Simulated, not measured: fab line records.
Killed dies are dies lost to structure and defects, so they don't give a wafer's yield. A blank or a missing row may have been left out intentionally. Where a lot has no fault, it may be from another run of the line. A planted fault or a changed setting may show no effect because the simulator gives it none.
fab line records -- flow n5-finfet
record lots=10, wafers=30, last-day=18
route steps=1938 shown BEOL_M1@787 BEOL_M4@1111 PASSIVATION@1936
lots untouched by any fault: they come from a run of this same line in which no faults occurred
start-h: hours from the record's opening day to when the first of the lot's shown wafers began -- wait-h: hours since the lot's step before -- " repeats the value in the row above -- L1.1+2: one row covering several wafers at once -- - value missing, or start not given -- * or withheld: withheld -- < > ~ a bound
route shown NAME@n: a module of which the file shows steps, and the number in the route of the first -- usual: average and standard deviation across the fault-free wafers -- same: alike in all rows -- chamber/n: place in a boat -- sites: readings site by site -- _std_site: how widely they spread, as a standard deviation -- _edge_site: the outer-site mean with the inner-site mean subtracted -- radius-mm: how far each site lies from the wafer's centre -- mask NAME#n: copy n -- behind: tool/chamber where the wafer was last shaped -- hold: reason for holding the lot/hours on hold/outcome of the hold -- device: the transistor (n, p or np) that didn't switch -- end of line: tests of these same wafers at the route's end -- where a step has no rows: the recipe by itself -- killed: the dies lost at the first sort to structure and to defects; this is not the yield of the wafer -- map: dies across one wafer; x = killed, . = not, _ = none there
set.NAME: the setting that was run; set.NAME@STEP: the one run at that earlier step -- model.NAME: the simulator's own value behind a step, which no gauge read
one table for each step of the route and one row for each wafer, over a sample of lots
services: a tool's chamber out of use, with start hour (start-h, from the record's first day; less than 0 if before it), hours out, and reason
## steps
# step N5_BEOL_M1_OVL_MEAS_29
# recipe points-per-wafer=522
# usual V0_OVL=-0.7/0.7
lot.wafer,tool,chamber,start-h,wait-h,V0_OVL[nm]
L557.3,overlay-02,0,133.56,0.0,0.7
L557.4,overlay-02,0,133.56,0.0,-0.2
L557.6,overlay-02,0,133.56,0.0,-0.7
L558.2,overlay-01,0,133.91,0.0,-0.6
L558.4,overlay-01,0,133.91,0.0,-1.0
L558.6,overlay-01,0,133.91,0.0,-0.5
L559.2,overlay-02,0,139.47,0.0,-0.7
L559.4,overlay-02,0,139.47,0.0,-1.6
L559.6,overlay-02,0,139.47,0.0,-0.7
L561.1,overlay-02,0,155.99,0.0,-1.0
L561.3,overlay-02,0,155.99,0.0,-0.5
L561.5,overlay-02,0,155.99,0.0,-1.0
L568.3,overlay-01,0,198.67,0.0,-2.0
L568.4,overlay-01,0,198.67,0.0,0.4
L568.5,overlay-01,0,198.67,0.0,-1.4
L569.3,overlay-02,0,199.37,0.0,0.2
L569.5,overlay-02,0,199.37,0.0,0.0
L569.6,overlay-02,0,199.37,0.0,-0.4
L572.1,overlay-02,0,222.91,0.0,-0.7
L572.3,overlay-02,0,222.91,0.0,-0.5
L572.4,overlay-02,0,222.91,0.0,0.2
L573.2,overlay-01,0,227.44,0.0,-1.2
L573.3,overlay-01,0,227.44,0.0,-0.5
L573.6,overlay-01,0,227.44,0.0,-1.8
L575.1,overlay-02,0,231.78,0.0,-1.1
L575.3,overlay-02,0,231.78,0.0,-0.9
L575.5,overlay-02,0,231.78,0.0,-0.9
L577.2,overlay-02,0,252.67,0.0,-1.0
L577.4,overlay-02,0,252.67,0.0,-1.8
L577.6,overlay-02,0,252.67,0.0,-0.3
# step N5_BEOL_M1_STRIP_97
# recipe chemistry=N2/H2, time-s=10, power-w=450, temp-c=40, pressure-mtorr=20, rf-frequency-hz=6e+07, bias-power-w=7, n2-flow-sccm=200, h2-flow-sccm=200
# usual bias-power-w=7.000/0.022, chamber-pressure-mTorr=20.000/0.021, drypump-motor-current-A=5.8/0.43, oes-product-au=0.79/0.094, rf-vpp-V=59.1/0.84, showerhead-plenum-p-Torr=2.53/0.086, throttle-valve-pct=23.6/0.33
lot.wafer,tool,chamber,start-h,wait-h,bias-power-w,chamber-pressure-mTorr,drypump-motor-current-A,oes-product-au,rf-hours-counter-h,rf-vpp-V,showerhead-plenum-p-Torr,throttle-valve-pct
L557.3,rie-diel-03,0,138.54,-,7.008,19.960,5.6,0.71,226,59.6,2.62,23.4
L557.4,rie-diel-03,2,138.54,-,7.049,19.989,5.3,1.01,1,60.6,2.61,23.7
L557.6,rie-diel-03,1,138.54,-,7.008,20.023,5.9,0.73,-,59.2,2.52,23.7
L558.2,rie-diel-06,0,143.79,-,7.047,20.016,5.5,0.70,198,58.9,2.63,24.4
L558.4,rie-diel-06,1,143.79,-,7.005,20.013,6.0,0.77,134,59.2,2.44,23.9
L558.6,rie-diel-06,2,143.79,-,7.000,19.976,5.4,0.76,-,59.8,2.45,24.1
L559.2,rie-diel-04,0,143.87,-,7.013,20.000,5.8,0.91,18,59.5,2.49,23.1
L559.4,rie-diel-04,1,143.87,-,6.979,20.021,5.7,0.74,156,60.1,2.65,23.7
L559.6,rie-diel-04,1,143.87,-,6.964,20.018,5.7,0.74,-,60.4,2.65,23.7
L561.1,rie-diel-03,1,158.23,-,6.958,19.973,5.9,0.73,193,59.6,2.51,23.7
L561.3,rie-diel-03,0,158.23,-,6.995,20.012,5.5,0.71,231,59.6,2.61,23.4
L561.5,rie-diel-03,3,158.23,-,6.942,19.997,6.6,0.84,-,58.7,2.45,23.4
L568.3,rie-diel-03,0,201.04,-,-,-,-,-,-,-,-,-
L568.4,rie-diel-03,2,201.04,-,-,-,-,-,-,-,-,-
L568.5,rie-diel-03,2,201.04,-,-,-,-,-,-,-,-,-
L569.3,rie-diel-04,1,206.77,-,-,-,-,-,-,-,-,-
L569.5,rie-diel-04,1,206.77,-,-,-,-,-,-,-,-,-
L569.6,rie-diel-04,2,206.77,-,-,-,-,-,-,-,-,-
L572.1,rie-diel-03,1,228.78,-,7.005,19.983,5.9,0.72,213,58.8,2.50,23.7
L572.3,rie-diel-03,2,228.78,-,7.021,19.993,5.3,0.91,28,58.3,2.59,23.7
L572.4,rie-diel-03,1,228.78,-,7.001,20.012,5.9,0.70,-,60.2,2.51,23.7
L573.2,rie-diel-03,3,231.83,-,7.022,19.989,6.6,0.80,104,59.1,2.44,23.5
L573.3,rie-diel-03,1,231.83,-,6.978,20.014,5.9,0.71,214,58.3,2.51,23.7
L573.6,rie-diel-03,3,231.83,-,7.025,19.974,6.6,0.80,-,57.6,2.44,23.4
L575.1,rie-diel-03,2,249.61,-,6.973,19.995,5.3,0.89,35,59.1,2.59,23.7
L575.3,rie-diel-03,3,249.61,-,7.022,20.027,6.6,0.80,110,60.3,2.44,23.4
L575.5,rie-diel-03,2,249.61,-,6.970,19.973,5.2,0.90,-,60.6,2.59,23.7
L577.2,rie-diel-03,2,258.98,-,6.982,20.009,5.3,0.90,38,57.8,2.59,23.7
L577.4,rie-diel-03,3,258.98,-,6.976,20.016,6.6,0.79,112,58.7,2.44,23.5
L577.6,rie-diel-03,2,258.98,-,7.006,20.018,5.3,0.89,-,58.7,2.59,23.7
# step N5_BEOL_M1_CD_MEAS_35
# recipe target-cd-nm=18, target-cd-y-nm=21, polarity=opening
# usual cd-nm=17.96/0.25
lot.wafer,tool,chamber,start-h,wait-h,cd-nm
L557.3,cd-sem-03,-,138.78,0.0,17.80
L557.4,cd-sem-03,-,138.78,0.0,18.07
L557.6,cd-sem-03,-,138.78,0.0,17.77
L558.2,cd-sem-03,-,144.02,0.0,17.72
L558.4,cd-sem-03,-,144.02,0.0,17.75
L558.6,cd-sem-03,-,144.02,0.0,17.71
L559.2,cd-sem-01,-,144.22,0.0,18.35
L559.4,cd-sem-01,-,144.22,0.0,17.94
L559.6,cd-sem-01,-,144.22,0.0,18.12
L561.1,cd-sem-01,-,158.47,0.0,17.81
L561.3,cd-sem-01,-,158.47,0.0,18.14
L561.5,cd-sem-01,-,158.47,0.0,18.37
L568.3,cd-sem-01,-,201.28,0.0,18.20
L568.4,cd-sem-01,-,201.28,0.0,17.92
L568.5,cd-sem-01,-,201.28,0.0,18.70
L569.3,cd-sem-01,-,207.01,0.0,17.61
L569.5,cd-sem-01,-,207.01,0.0,17.88
L569.6,cd-sem-01,-,207.01,0.0,18.21
L572.1,cd-sem-02,-,229.01,0.0,18.14
L572.3,cd-sem-02,-,229.01,0.0,18.36
L572.4,cd-sem-02,-,229.01,0.0,17.73
L573.2,cd-sem-02,-,232.07,0.0,17.74
L573.3,cd-sem-02,-,232.07,0.0,17.75
L573.6,cd-sem-02,-,232.07,0.0,17.73
L575.1,cd-sem-03,-,249.85,0.0,17.84
L575.3,cd-sem-03,-,249.85,0.0,17.61
L575.5,cd-sem-03,-,249.85,0.0,18.02
L577.2,cd-sem-01,-,259.22,0.0,17.85
L577.4,cd-sem-01,-,259.22,0.0,17.61
L577.6,cd-sem-01,-,259.22,0.0,17.84
# step N5_BEOL_M1_DEGAS_44
# recipe ambient=vacuum, temp-c=250, time-s=60
# usual heater-power-w=335/30
lot.wafer,tool,chamber,start-h,wait-h,heater-power-w
L557.3,pvd-sputter-03,-,139.08,0.3,371
L557.4,pvd-sputter-03,-,139.08,0.3,323
L557.6,pvd-sputter-03,-,139.08,0.3,328
L558.2,pvd-sputter-03,-,144.62,0.6,361
L558.4,pvd-sputter-03,-,144.62,0.6,327
L558.6,pvd-sputter-03,-,144.62,0.6,318
L559.2,pvd-sputter-03,-,144.70,0.5,367
L559.4,pvd-sputter-03,-,144.70,0.5,342
L559.6,pvd-sputter-03,-,144.70,0.5,368
L561.1,pvd-sputter-02,-,158.65,0.2,387
L561.3,pvd-sputter-02,-,158.65,0.2,321
L561.5,pvd-sputter-02,-,158.65,0.2,387
L568.3,pvd-sputter-03,-,201.80,0.5,322
L568.4,pvd-sputter-03,-,201.80,0.5,372
L568.5,pvd-sputter-03,-,201.80,0.5,323
L569.3,pvd-sputter-02,-,208.36,1.3,299
L569.5,pvd-sputter-02,-,208.36,1.3,307
L569.6,pvd-sputter-02,-,208.36,1.3,319
L572.1,pvd-sputter-03,-,229.76,0.7,335
L572.3,pvd-sputter-03,-,229.76,0.7,331
L572.4,pvd-sputter-03,-,229.76,0.7,362
L573.2,pvd-sputter-01,-,232.54,0.5,352
L573.3,pvd-sputter-01,-,232.54,0.5,286
L573.6,pvd-sputter-01,-,232.54,0.5,324
L575.1,pvd-sputter-03,-,250.45,0.6,330
L575.3,pvd-sputter-03,-,250.45,0.6,363
L575.5,pvd-sputter-03,-,250.45,0.6,340
L577.2,pvd-sputter-03,-,259.57,0.3,353
L577.4,pvd-sputter-03,-,259.57,0.3,306
L577.6,pvd-sputter-03,-,259.57,0.3,362
# step N5_BEOL_M4_RC_MEAS_101
# usual DIBL_N=35.8/1.4, DIBL_P=35.8/1.6, IOFF_N=0.152/0.021, IOFF_P=0.204/0.027, ION_N=672/8.7, ION_P=461/6.2, SS_N=71.5/0.54, SS_P=73.1/0.57, VT_N=250.0/2.5, VT_P=-250.6/2.7
lot.wafer,tool,chamber,start-h,wait-h,DIBL_N[mV/V],DIBL_P[mV/V],IOFF_N[nA/um],IOFF_P[nA/um],ION_N[uA/um],ION_P[uA/um],SS_N[mV/dec],SS_P[mV/dec],VT_N[mV],VT_P[mV]
L558.2,prober-02,0,191.94,0.2,34.7,34.2,0.138,0.192,671,461,71.9,73.5,247.8,-249.0
L558.4,prober-02,0,191.94,0.2,35.5,35.7,0.151,0.212,678,464,71.5,73.1,248.7,-249.7
L558.6,prober-02,0,191.94,0.2,35.3,34.9,0.144,0.207,673,460,71.2,73.0,247.1,-249.5
L557.3,prober-01,0,192.44,0.3,36.7,38.0,0.175,0.212,683,463,72.8,73.2,251.0,-252.0
L557.4,prober-01,0,192.44,0.3,35.8,37.4,0.163,0.192,692,462,72.6,72.9,249.6,-252.6
L557.6,prober-01,0,192.44,0.3,35.3,36.7,0.156,0.185,680,461,72.0,72.8,250.9,-254.4
L559.2,prober-01,0,198.57,0.2,36.0,32.6,0.124,0.196,663,462,71.8,72.6,254.1,-248.2
L559.4,prober-01,0,198.57,0.2,34.9,31.8,0.118,0.184,667,457,70.7,72.6,252.7,-249.2
L559.6,prober-01,0,198.57,0.2,37.7,34.9,0.149,0.226,677,468,71.3,73.8,250.1,-246.0
L561.1,prober-01,0,207.49,0.0,36.1,38.4,0.167,0.224,683,465,71.4,73.3,250.7,-252.5
L561.3,prober-01,0,207.49,0.0,35.1,36.2,0.140,0.187,663,452,71.5,72.1,252.5,-252.6
L561.5,prober-01,0,207.49,0.0,35.7,37.7,0.160,0.219,672,467,71.5,72.7,250.2,-250.2
L568.3,prober-01,0,241.49,0.3,36.2,36.1,0.148,0.185,660,450,71.7,73.4,250.4,-254.4
L568.4,prober-01,0,241.49,0.3,35.8,35.8,0.143,0.178,672,460,71.3,73.4,250.5,-254.1
L568.5,prober-01,0,241.49,0.3,35.5,34.8,0.141,0.175,667,459,71.3,73.7,252.3,-250.3
L569.3,prober-01,0,259.42,0.3,35.2,34.8,0.136,0.169,667,458,72.1,72.7,252.3,-253.7
L569.5,prober-01,0,259.42,0.3,34.9,34.8,0.136,0.170,675,459,71.7,72.9,252.2,-257.1
L569.6,prober-01,0,259.42,0.3,36.1,36.5,0.156,0.200,668,453,72.7,73.1,248.5,-253.7
L572.1,prober-02,0,269.62,0.0,34.4,35.1,0.130,0.181,669,459,71.3,72.5,252.1,-254.1
L572.3,prober-02,0,269.62,0.0,34.2,34.7,0.122,0.163,657,454,70.9,72.5,253.9,-255.6
L572.4,prober-02,0,269.62,0.0,34.6,34.9,0.126,0.170,659,455,71.3,72.5,254.7,-256.3
L573.2,prober-02,0,274.72,0.2,36.3,33.7,0.125,0.179,666,450,71.3,72.8,251.2,-251.7
L573.3,prober-02,0,274.72,0.2,36.6,34.8,0.138,0.205,664,463,70.9,73.0,248.9,-248.7
L573.6,prober-02,0,274.72,0.2,37.8,36.4,0.153,0.223,669,467,71.6,72.8,249.4,-248.9
L575.1,prober-02,0,302.21,0.0,34.4,32.6,0.107,0.163,665,465,71.2,72.1,252.2,-253.7
L575.3,prober-02,0,302.21,0.0,37.6,37.1,0.159,0.227,670,465,71.1,73.9,249.6,-247.9
L575.5,prober-02,0,302.21,0.0,36.8,35.8,0.135,0.200,660,457,72.2,73.2,253.0,-249.8
L577.2,prober-01,0,308.32,0.2,37.1,36.6,0.175,0.236,681,469,71.5,73.4,250.5,-247.9
L577.4,prober-01,0,308.32,0.2,37.5,37.4,0.194,0.260,680,468,71.4,74.0,246.3,-245.3
L577.6,prober-01,0,308.32,0.2,37.0,37.1,0.192,0.255,692,478,70.6,73.7,244.7,-246.4
# step N5_PASSIVATION_PROBE_49
# usual defect-limited-yield=91.6/1.4, killed_at_M0_to_M3=33/9.7, killed_at_M4_up=13/5.4, killed-at-contacts=13/6.6, killed-at-front-end=36/11, killed-at-other=3.9/3, killed-dies=99/16, killed-on-rim=13/3.8, killed-open=66/12, killed-short=32/7.9, sort_bin_5_function=4.9/0.9, sort_bin_6_memory=3.2/0.67, sort-n-pass=1081/16, sort-yield-pct=91.6/1.4
# same gross-dies=1180, killed-at-back-side=0, sort_bin_4_leakage[%]=0, sort_bin_8_speed[%]=0
lot.wafer,tool,chamber,start-h,wait-h,defect-limited-yield[%],killed_at_M0_to_M3,killed_at_M4_up,killed-at-contacts,killed-at-front-end,killed-at-other,killed-dies,killed-on-rim,killed-open,killed-short,sort_bin_5_function[%],sort_bin_6_memory[%],sort-n-pass,sort-yield-pct[%]
L558.2,prober-01,-,298.64,0.1,91.6,39,9,10,37,4,99,15,62,34,4.1,3.5,1081,91.6
L558.4,prober-01,-,298.74,0.2,86.3,70,12,15,61,4,162,24,109,50,7.3,5.5,1018,86.3
L558.6,prober-01,-,298.84,0.3,93.2,33,11,18,18,0,80,10,57,22,3.5,3.1,1100,93.2
L559.2,prober-02,-,308.13,0.1,90.3,43,13,17,38,4,115,14,75,39,5.7,3.8,1065,90.3
L559.4,prober-02,-,308.23,0.2,90.6,29,10,25,35,12,111,7,72,38,6.3,2.8,1069,90.6
L559.6,prober-02,-,308.33,0.3,93.2,34,11,15,14,6,80,13,48,31,3.5,3.0,1100,93.2
L561.1,prober-02,-,313.88,0.0,93.0,19,26,13,24,1,83,15,62,20,3.4,3.4,1097,93.0
L561.3,prober-02,-,313.98,0.1,93.4,24,8,8,36,2,78,10,54,24,3.7,2.5,1102,93.4
L561.5,prober-02,-,314.08,0.2,91.5,30,26,8,29,7,100,18,76,22,5.3,3.1,1080,91.5
L568.3,prober-01,-,339.32,0.1,85.5,94,11,10,43,13,171,21,122,49,7.6,6.4,1009,85.5
L568.4,prober-01,-,339.37,0.2,84.3,109,6,7,61,2,185,34,147,38,9.9,5.6,995,84.3
L568.5,prober-01,-,339.42,0.2,86.1,107,8,1,39,9,164,24,113,51,7.6,5.7,1016,86.1
L569.3,prober-02,-,364.96,0.1,86.0,101,8,8,43,5,165,22,128,37,9.3,4.5,1015,86.0
L569.5,prober-02,-,365.06,0.2,84.6,100,18,5,55,4,182,22,140,40,9.7,5.4,998,84.6
L569.6,prober-02,-,365.11,0.3,85.1,103,15,10,43,5,176,31,129,47,9.0,5.7,1004,85.1
# killed by level:class
L558.2 FIN_SAQP:geometric-particle:short=10 FIN_SAQP:geometric-particle:open=8 BEOL_M2:geometric-particle:open=8 MOL_CONTACT_COAG:geometric-particle:open=7 BEOL_M0_SAQP:geometric-particle:open=7 BEOL_M0_SAQP:geometric-particle:short=5 BEOL_M0:geometric-particle:open=5 BEOL_M1:geometric-particle:open=5
L558.4 STI_FIN_REVEAL:geometric-particle:open=20 BEOL_M3:geometric-particle:open=17 MOL_CONTACT_COAG:geometric-particle:open=14 BEOL_M0_SAQP:geometric-particle:open=13 BEOL_M0_SAQP:geometric-particle:short=11 BEOL_M2:geometric-particle:open=9 FIN_SAQP:geometric-particle:short=7 BEOL_M1:geometric-particle:open=7
L558.6 MOL_CONTACT_COAG:geometric-particle:open=14 BEOL_M2:geometric-particle:open=13 BEOL_M0_SAQP:geometric-particle:open=5 SPACER0:geometric-particle:open=4 MOL_CONTACT_COAG:geometric-particle:short=4 BEOL_M0_SAQP:geometric-particle:short=4 STARTING-WAFER:geometric-particle:short=4 BEOL_M0:geometric-particle:open=3
L559.2 MOL_CONTACT_COAG:geometric-particle:open=15 BEOL_M3:geometric-particle:open=10 STI_FIN_REVEAL:geometric-particle:open=7 BEOL_M0_SAQP:geometric-particle:short=7 BEOL_M5:geometric-particle:open=7 BEOL_M0_SAQP:geometric-particle:open=6 BEOL_M2:geometric-particle:open=6 GATE_CUT:geometric-particle:short=5
L559.4 MOL_CONTACT_COAG:geometric-particle:open=17 MOL_CONTACT_COAG:geometric-particle:short=8 BEOL_M0_SAQP:geometric-particle:open=7 DUMMY_GATE:geometric-particle:open=6 GATE_CUT:geometric-particle:short=6 BEOL_M3:geometric-particle:open=6 STARTING-WAFER:geometric-particle:open=6 BEOL_M5:geometric-particle:open=5
L559.6 MOL_CONTACT_COAG:geometric-particle:open=11 BEOL_M3:geometric-particle:open=11 BEOL_M0_SAQP:geometric-particle:short=8 BEOL_M0_SAQP:geometric-particle:open=6 BEOL_M4:geometric-particle:open=5 MOL_CONTACT_COAG:geometric-particle:short=4 STARTING-WAFER:geometric-particle:short=4 GATE_CUT:geometric-particle:short=3
L561.1 MOL_CONTACT_COAG:geometric-particle:open=11 STI_FIN_REVEAL:geometric-particle:open=8 BEOL_M4:geometric-particle:open=8 BEOL_M0_SAQP:geometric-particle:short=6 FIN_SAQP:geometric-particle:open=5 BEOL_M3:geometric-particle:open=4 BEOL_M5:geometric-particle:open=4 DUMMY_GATE:geometric-particle:open=3
L561.3 BEOL_M3:geometric-particle:open=9 FIN_SAQP:geometric-particle:short=8 STI_FIN_REVEAL:geometric-particle:open=8 MOL_CONTACT_COAG:geometric-particle:open=8 STI_FIN_REVEAL:geometric-particle:short=5 BEOL_M4:geometric-particle:open=5 DUMMY_GATE:geometric-particle:open=4 BEOL_M1:geometric-particle:open=4
L561.5 FIN_SAQP:geometric-particle:open=11 BEOL_M1:geometric-particle:open=10 BEOL_M4:geometric-particle:open=10 MOL_CONTACT_COAG:geometric-particle:open=7 BEOL_M2:geometric-particle:open=7 BEOL_M5:geometric-particle:open=5 BEOL_M3:geometric-particle:open=4 FIN_SAQP:geometric-particle:short=3
L568.3 BEOL_M1:geometric-particle:open=52 BEOL_M1:geometric-particle:short=20 STI_FIN_REVEAL:geometric-particle:open=9 MOL_CONTACT_COAG:geometric-particle:open=9 BEOL_M2:geometric-particle:open=8 DUMMY_GATE:geometric-particle:open=7 GATE_CUT:geometric-particle:short=7 PASS1_CAP:geometric-particle:open=6
L568.4 BEOL_M1:geometric-particle:open=70 STI_FIN_REVEAL:geometric-particle:open=27 BEOL_M1:geometric-particle:short=13 BEOL_M2:geometric-particle:open=9 MOL_CONTACT_COAG:geometric-particle:open=7 BEOL_M0_SAQP:geometric-particle:open=6 STARTING-WAFER:geometric-particle:open=6 STI_FIN_REVEAL:geometric-particle:short=5
L568.5 BEOL_M1:geometric-particle:open=61 BEOL_M1:geometric-particle:short=17 BEOL_M0_SAQP:geometric-particle:open=8 BEOL_M0_SAQP:geometric-particle:short=7 BEOL_M2:geometric-particle:open=7 FIN_SAQP:geometric-particle:open=6 SPACER0:geometric-particle:short=5 FIN_SAQP:geometric-particle:short=4
L569.3 BEOL_M1:geometric-particle:open=67 FIN_SAQP:geometric-particle:open=16 BEOL_M1:geometric-particle:short=11 BEOL_M2:geometric-particle:open=9 FIN_SAQP:geometric-particle:short=6 MOL_CONTACT_COAG:geometric-particle:open=6 BEOL_M0_SAQP:geometric-particle:open=6 STI_FIN_REVEAL:geometric-particle:open=4
L569.5 BEOL_M1:geometric-particle:open=67 FIN_SAQP:geometric-particle:open=34 BEOL_M1:geometric-particle:short=15 FIN_SAQP:geometric-particle:short=7 BEOL_M5:geometric-particle:open=7 BEOL_M4:geometric-particle:open=7 BEOL_M0_SAQP:geometric-particle:short=6 BEOL_M2:geometric-particle:open=5
L569.6 BEOL_M1:geometric-particle:open=58 BEOL_M1:geometric-particle:short=18 STI_FIN_REVEAL:geometric-particle:open=11 BEOL_M0_SAQP:geometric-particle:short=11 FIN_SAQP:geometric-particle:open=10 BEOL_M0_SAQP:geometric-particle:open=10 MOL_CONTACT_COAG:geometric-particle:open=7 FIN_SAQP:geometric-particle:short=6
## services
tool,chamber,start-h,hours,kind
pvd-sputter-02,-,123.38,0.5,repair
pvd-sputter-01,-,126.47,1.7,repair
rie-diel-04,1,146.38,8.4,repair
rie-diel-04,2,154.91,-,clean
rie-diel-04,2,154.91,-,consumable-replace:focus-ring
rie-diel-04,2,154.91,19.6,scheduled-down
rie-diel-04,2,154.91,19.6,vent-cycle
pvd-sputter-02,-,159.31,7.1,repair
rie-diel-04,3,195.40,5.2,repair
rie-diel-04,-,207.32,0.2,repair
rie-diel-03,0,226.00,-,clean
rie-diel-03,0,226.00,-,consumable-replace:focus-ring
rie-diel-03,0,226.00,14.0,scheduled-down
rie-diel-03,0,226.00,14.0,vent-cycle
## key
first-sign step=N5_BEOL_M1_STRIP_97, reading=tool-record, direction=missing
effect step=N5_PASSIVATION_PROBE_49, reading=killed_at_M0_to_M3, direction=up, sigmas=7.1, usual=33, struck=102
more-kills-born-at N5_BEOL_M1_STRIP_97@rie-diel-03=223, N5_BEOL_M1_STRIP_97@rie-diel-04=218
met-at N5_BEOL_M1_STRIP_97
struck-lots L568,L569
not-acting-at N5_BEOL_M1_OVL_MEAS_29,N5_BEOL_M1_CD_MEAS_35,N5_BEOL_M1_DEGAS_44
onset-between 158.23 201.04
fault kind=skipped-step-whole, tool=rie-diel-03,rie-diel-04, chamber=-, onset-h=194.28, steps=N5_BEOL_M1_STRIP_97, scope=struck-lots-only
